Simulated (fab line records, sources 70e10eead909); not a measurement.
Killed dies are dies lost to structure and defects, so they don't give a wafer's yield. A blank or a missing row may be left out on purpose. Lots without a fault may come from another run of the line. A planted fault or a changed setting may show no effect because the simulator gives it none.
Problem report in the 8D (eight disciplines) form, filled by code | flow nand_harc | the parts of the form that need people (team, actions taken, sign-off) are left out

1. THE PROBLEM
run_length_s at NHARC_A_BLC_ETCH_17 reads a mean of 611.1 s on 5 wafers of 3 lots; wafers without a fault read 630.6 s with a standard deviation of 0.41. That is -48 standard deviations from the usual mean.
The step: etches the open film in N2/H2, target depth 390 nm, time 609.38 s.
First seen on wafer L692.2, day 26 14:43, on rie_diel-08. The record holds 33 wafers of 12 lots with a number at this step. Rule for "out", or "out of limits": more than 4 standard deviations from the usual mean. The other wafers with a number count as sound.

2. WHAT IT IS AND WHAT IT IS NOT
question                    | is                                     | is not
which readings at this step | run_length_s                           | drypump_motor_current_A, rf_vpp_V, showerhead_plenum_p_Torr, throttle_valve_pct
which lots                  | L692, L693, L694                       | L684, L685, L686, L687, L700, L701, L703, L704, L707
which wafers of those lots  | L692.2, L692.6, L693.2, L693.6, L694.2 | L694.1
read on which tools         | rie_diel-08                            | rie_diel-07, rie_diel-11
when                        | from day 26 14:43                      | up to then (12 sound wafers); but 16 sound wafers of L694, L700, L701, L703, L704, L707 came after

3. SUSPECTS, AND WHAT RULES EACH OUT
Counting: a tool at a process step up to the reading stays a suspect if it ran every lot that is out. Sound lots after the first of them don't rule it out here, since some wafers of a struck lot are sound.
- rie_diel-08 at NHARC_A_BLC_DESCUM_15 (chemistry O2, time 3 s): kept. It ran every lot that is out, first L692 (day 26 14:31); its last sound lot up to then is L686 (day 23 11:52).
- rie_diel-08 at NHARC_A_BLC_ETCH_17 (etches the open film in N2/H2, target depth 390 nm, time 609.38 s): kept. It ran every lot that is out, first L692 (day 26 14:43); its last sound lot up to then is L686 (day 23 12:05). Its own readings are out on those wafers: run_length_s.
- Within rie_diel-08 at NHARC_A_BLC_DESCUM_15: the wafers that are out ran in chambers 0, 3; their sound lot-mates ran in chamber 2.
Left after counting: rie_diel-08 at NHARC_A_BLC_DESCUM_15, rie_diel-08 at NHARC_A_BLC_ETCH_17.

4. THE CAUSE (what the simulator had put in)
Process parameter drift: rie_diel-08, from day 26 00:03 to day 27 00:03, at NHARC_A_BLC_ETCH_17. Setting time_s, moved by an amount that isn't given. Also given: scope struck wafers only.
Counting left 2 suspects, and this tool is among them.

5. THE CHAIN OF EFFECTS, in route order
Each row: a reading whose mean over the struck wafers that have a number lies more than 3 standard deviations from the usual. Only readings for which the record gives a usual standard deviation are gone through. hours: the time from each lot's start at the first step in this table that gives one to its start at this step, as a median over the lots. sigmas: the change in usual standard deviations.
hours | step                | reading      | usual   | on struck wafers | change | sigmas
0     | NHARC_A_BLC_ETCH_17 | run_length_s | 630.6 s | 611.1            | -19.5  | -48
The process steps in it:
- NHARC_A_BLC_ETCH_17: etches the open film in N2/H2, target depth 390 nm, time 609.38 s.

6. WHAT WOULD HAVE CAUGHT IT SOONER
In this record the first reading out of limits was taken at day 26 14:43, 15 hours after the fault began at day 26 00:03.
